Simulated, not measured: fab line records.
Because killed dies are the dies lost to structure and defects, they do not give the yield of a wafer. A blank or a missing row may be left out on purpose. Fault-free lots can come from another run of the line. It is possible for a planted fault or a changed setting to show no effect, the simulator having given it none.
Matching of chambers ; flow n5_finfet ; N5_BEOL_M11_CURE_71 on uv_cure-03: 3 sister chambers
The step cures SiCOH lowk, time 240 s. 6 wafers are shown with their chamber, then 11 later ones without.

== WAFERS, EACH WITH ITS CHAMBER ==
wafer;chamber;wafer_temp_C_max;lamp_power_pct (%)
L074.6;0;386.1;52.33
L085.5;1;388.8;52.27
L085.6;1;387.1;52.33
L089.3;2;386.8;52.31
L089.4;2;387.2;52.36
L093.1;0;386.4;52.31

== WAFERS WITHOUT THEIR CHAMBER ==
wafer;wafer_temp_C_max;lamp_power_pct (%)
L093.4;386.3;52.34
L093.6;386.4;52.28
L094.1;388.5;52.26
L094.2;387.0;52.40
L094.3;387.9;52.24
L096.2;387.6;52.40
L096.3;387.3;52.35
L096.5;387.6;52.28
L097.2;387.0;52.34
L097.4;386.8;52.27
L097.5;386.3;52.29

== EACH ONE'S CHAMBER ==
wafer;from the rows above;in truth
L093.4;can't be placed: 0 or 2 or 1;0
L093.6;can't be placed: 0 or 2 or 1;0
L094.1;can't be placed: 1 or 2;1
L094.2;can't be placed: 2 or 0 or 1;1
L094.3;can't be placed: 1 or 2 or 0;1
L096.2;can't be placed: 2 or 0 or 1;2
L096.3;can't be placed: 2 or 0 or 1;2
L096.5;can't be placed: 1 or 2 or 0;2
L097.2;can't be placed: 2 or 0 or 1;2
L097.4;can't be placed: 0 or 1 or 2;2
L097.5;can't be placed: 0 or 2 or 1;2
Correctly placed: 0 of 11. Unplaceable from these rows: 11, with the true chamber sitting among the candidates in 11. 0 placed wrongly.
How it was worked out, from the rows above alone: a wafer's distance from a chamber is the root of the sum, over the readings, of the square of ((its reading less the chamber's mean) divided by the reading's scatter). If the next closest chamber is less than 2 further off than the closest, the wafer can't be placed; otherwise it belongs to the closest. The mean given for a chamber averages the wafers shown for that chamber. The scatter: take each reading less its chamber's mean, square it, sum over the shown wafers, divide by the number of wafers less the number of chambers, and take the root.
